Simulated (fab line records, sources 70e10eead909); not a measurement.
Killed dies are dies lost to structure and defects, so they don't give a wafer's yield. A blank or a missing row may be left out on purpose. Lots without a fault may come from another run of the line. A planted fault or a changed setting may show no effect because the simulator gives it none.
Chamber matching | flow nand_harc | NHARC_A_STAIRCASE_ETCH_169 on rie_diel-02: 4 sister chambers
The step etches the open film in CH3F/O2, target depth 50 nm, time 107.1 s. 4 wafers are shown with their chamber, then 11 later ones without.

WAFERS WITH THEIR CHAMBER
wafer  | chamber | drypump_motor_current_A (A)
L088.1 | 0       | 5.8
L088.2 | 3       | 5.2
L088.4 | 2       | 5.3
L090.4 | 1       | 6.0

WAFERS WITHOUT THEIR CHAMBER
wafer  | drypump_motor_current_A (A)
L090.5 | 5.2
L090.6 | 5.3
L094.1 | 6.0
L094.2 | 5.2
L094.3 | 5.8
L095.3 | 5.2
L095.4 | 5.8
L095.6 | 5.2
L097.1 | 6.0
L097.4 | 5.4
L097.5 | 6.0

WHICH CHAMBER EACH WENT THROUGH
wafer  | from the rows above | in truth
L090.5 | 3                   | 3
L090.6 | 2                   | 2
L094.1 | 1                   | 1
L094.2 | 3                   | 3
L094.3 | 0                   | 0
L095.3 | 3                   | 3
L095.4 | 0                   | 0
L095.6 | 3                   | 3
L097.1 | 1                   | 1
L097.4 | 2                   | 2
L097.5 | 1                   | 1
Placed correctly: 11 of 11. Can't be placed from these rows: 0. Placed wrongly: 0.
How it was worked out, from the rows above alone: a wafer's distance from a chamber is the root of the sum, over the readings, of the square of ((its reading less the chamber's mean) divided by the reading's scatter). The wafer belongs to the nearest chamber; if the next one is less than 2 further off, it can't be placed. A chamber's mean is the mean of its shown wafers. The scatter: with one shown wafer a chamber, the root of the mean of the squares of how far each hidden wafer lies from its nearest shown one.
